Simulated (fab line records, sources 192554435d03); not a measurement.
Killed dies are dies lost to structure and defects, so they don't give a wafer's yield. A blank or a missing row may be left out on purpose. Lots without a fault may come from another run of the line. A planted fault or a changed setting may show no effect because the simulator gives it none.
Split-lot experiment | flow n5_finfet | 7 lots, 39 wafers read, on a route of 1938 steps

THE SPLIT
At N5_BEOL_M15_TRENCH_ETCH_34 (etches SiO2 in C4F8/O2/Ar, target depth 872.93 nm, time 199 s), the setting time_s was moved away from the recipe's 199 s on 12 of the 39 wafers read, by -47.3% to +44.9%. The other wafers ran this setting at the recipe's value.

FROM THE SPLIT TO THE READING: what the file shows between them, 7 steps
- N5_BEOL_M15_STRIP_36: strips in O2
- N5_BEOL_M15_ECD_47: material Cu, target thk 1860 nm
- N5_BEOL_M15_ANNEAL_48: time 90 s
- N5_BEOL_M15_CMP_49: polishes, stops on SiO2, t overpolish 4.9 s, target thk 850 nm
- N5_BEOL_M15_THK_MEAS_50: measures by xrf
- N5_BEOL_M15_PRE_CLEAN_52: time 15 s
- N5_BEOL_M15_DEP_53: deposits SiCN from 3MS/NH3, target thk 50 nm, time 17.8 s

THE READING
M15_RS, in ohm/sq, at N5_BEOL_M15_RS_MEAS_54 (measures by four-point-probe). Fault-free wafers of this fab line usually give 0.0217 ohm/sq, standard deviation 0.00044 ohm/sq.

wafer  | tool, chamber at the split | time_s as run, s | against the recipe | M15_RS, ohm/sq | against lot-mates on the recipe
L076.1 | rie_diel-02, 1             | 199              | recipe             | 0.0222         | -
L076.4 | rie_diel-02, 2             | 199              | recipe             | 0.0210         | -
L076.6 | rie_diel-02, 0             | 199              | recipe             | 0.0224         | -
L078.1 | rie_diel-02, 2             | 117.9            | -40.8%             | 0.0370         | +0.0147
L078.2 | rie_diel-02, 0             | 117.9            | -40.8%             | 0.0389         | +0.0166
L078.3 | rie_diel-02, 3             | 117.9            | -40.8%             | 0.0373         | +0.0150
L078.4 | rie_diel-02, 1             | 199              | recipe             | 0.0222         | -
L078.5 | rie_diel-02, 0             | 199              | recipe             | 0.0224         | -
L078.6 | rie_diel-02, 1             | 199              | recipe             | 0.0223         | -
L082.1 | rie_diel-02, 3             | 199              | recipe             | 0.0214         | -
L082.2 | rie_diel-02, 2             | 199              | recipe             | 0.0211         | -
L082.3 | rie_diel-02, 1             | 199              | recipe             | 0.0223         | -
L082.4 | rie_diel-02, 0             | 199              | recipe             | 0.0224         | -
L082.5 | rie_diel-02, 0             | 199              | recipe             | 0.0223         | -
L082.6 | rie_diel-02, 1             | 199              | recipe             | 0.0222         | -
L089.1 | rie_diel-04, 3             | 278.7            | +40.1%             | 0.0153         | -0.0063
L089.2 | rie_diel-04, 0             | 199              | recipe             | 0.0218         | -
L089.3 | rie_diel-04, 1             | 199              | recipe             | 0.0216         | -
L089.4 | rie_diel-04, 2             | 199              | recipe             | 0.0213         | -
L089.5 | rie_diel-04, 3             | 278.7            | +40.1%             | 0.0154         | -0.0062
L089.6 | rie_diel-04, 2             | 278.7            | +40.1%             | 0.0150         | -0.0066
L094.1 | rie_diel-04, 2             | 104.9            | -47.3%             | 0.0422         | +0.0204
L094.2 | rie_diel-04, 1             | 104.9            | -47.3%             | 0.0427         | +0.0209
L094.3 | rie_diel-04, 0             | 104.9            | -47.3%             | 0.0429         | +0.0211
L094.4 | rie_diel-04, 3             | 199              | recipe             | 0.0218         | -
L094.5 | rie_diel-04, 3             | 199              | recipe             | 0.0218         | -
L094.6 | rie_diel-04, 0             | 199              | recipe             | 0.0217         | -
L095.1 | rie_diel-02, 3             | 199              | recipe             | 0.0219         | -
L095.2 | rie_diel-02, 1             | 199              | recipe             | 0.0227         | -
L095.3 | rie_diel-02, 2             | 199              | recipe             | 0.0216         | -
L095.4 | rie_diel-02, 2             | 199              | recipe             | 0.0216         | -
L095.5 | rie_diel-02, 3             | 199              | recipe             | 0.0219         | -
L095.6 | rie_diel-02, 1             | 199              | recipe             | 0.0229         | -
L097.1 | rie_diel-05, 3             | 199              | recipe             | 0.0218         | -
L097.2 | rie_diel-05, 0             | 199              | recipe             | 0.0206         | -
L097.3 | rie_diel-05, 1             | 199              | recipe             | 0.0215         | -
L097.4 | rie_diel-05, 2             | 288.4            | +44.9%             | 0.0150         | -0.0063
L097.5 | rie_diel-05, 0             | 288.4            | +44.9%             | 0.0141         | -0.0072
L097.6 | rie_diel-05, 3             | 288.4            | +44.9%             | 0.0148         | -0.0065

THE FIT
A straight line over all 39 wafers: M15_RS changes by -0.000294 ohm/sq for each +1% of time_s; r = -0.94; the points scatter about the line by 0.0027 ohm/sq.
The same after taking each lot's own level away (the mean of its wafers on the recipe; 39 wafers): -0.000288 ohm/sq for each +1%; r = -0.93; scatter 0.0028 ohm/sq.
On that fit, the largest move of time_s shifts the reading by 0.014 ohm/sq.
The lots' own levels span 0.02130 to 0.02230 ohm/sq, that is 2.3 times the standard deviation above.
So the lot-to-lot level changes the slope little: the two slopes agree.
Check: with one of the wafers moved furthest among these (-47.3%) left out of the fit, the line predicts +0.0146 ohm/sq for it against its lot-mates. It came out at +0.0204 ohm/sq against them.

OTHER SPLITS ON THESE WAFERS
These wafers also went through other splits before the reading. Each is held against what the fit with the lots' levels taken away leaves over:
other split on the same wafers     | wafers away from the commonest value | r with M15_RS (lot level and that fit taken away)
N5_BEOL_M12_ETCH_59 target_depth_a | 15                                   | +0.08

THE WHOLE CHAIN: every reading that the file lists as answering this split, in the file's order
step                       | what it does                                                   | reading                                                                          | change (the file's fit)               | r (the file's)
N5_BEOL_M15_TRENCH_ETCH_34 | etches SiO2 in C4F8/O2/Ar, target depth 872.93 nm, time 199 s  | etch.depth_nm (the simulator's own value, which no gauge read)                   | +8.49 nm for each +1% of the setting  | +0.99
N5_BEOL_M15_TRENCH_ETCH_34 | etches SiO2 in C4F8/O2/Ar, target depth 872.93 nm, time 199 s  | coat_of_BEOL_M15_COAT_22.thk_nm (the simulator's own value, which no gauge read) | -1.66 nm for each +1% of the setting  | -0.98
N5_BEOL_M15_CMP_49         | polishes, stops on SiO2, t overpolish 4.9 s, target thk 850 nm | Cu_of_BEOL_M15_ECD_47.thk_nm (the simulator's own value, which no gauge read)    | +8.49 nm for each +1% of the setting  | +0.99
N5_BEOL_M15_THK_MEAS_50    | measures by xrf                                                | M15_THK                                                                          | +8.61 for each +1% of the setting     | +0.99
N5_BEOL_M15_RS_MEAS_54     | measures by four-point-probe                                   | M15_RS                                                                           | -0.000288 for each +1% of the setting | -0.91

THE FILE'S OWN FIT
M15_RS changes by -0.000288 ohm/sq for each +1% of time_s, r = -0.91.
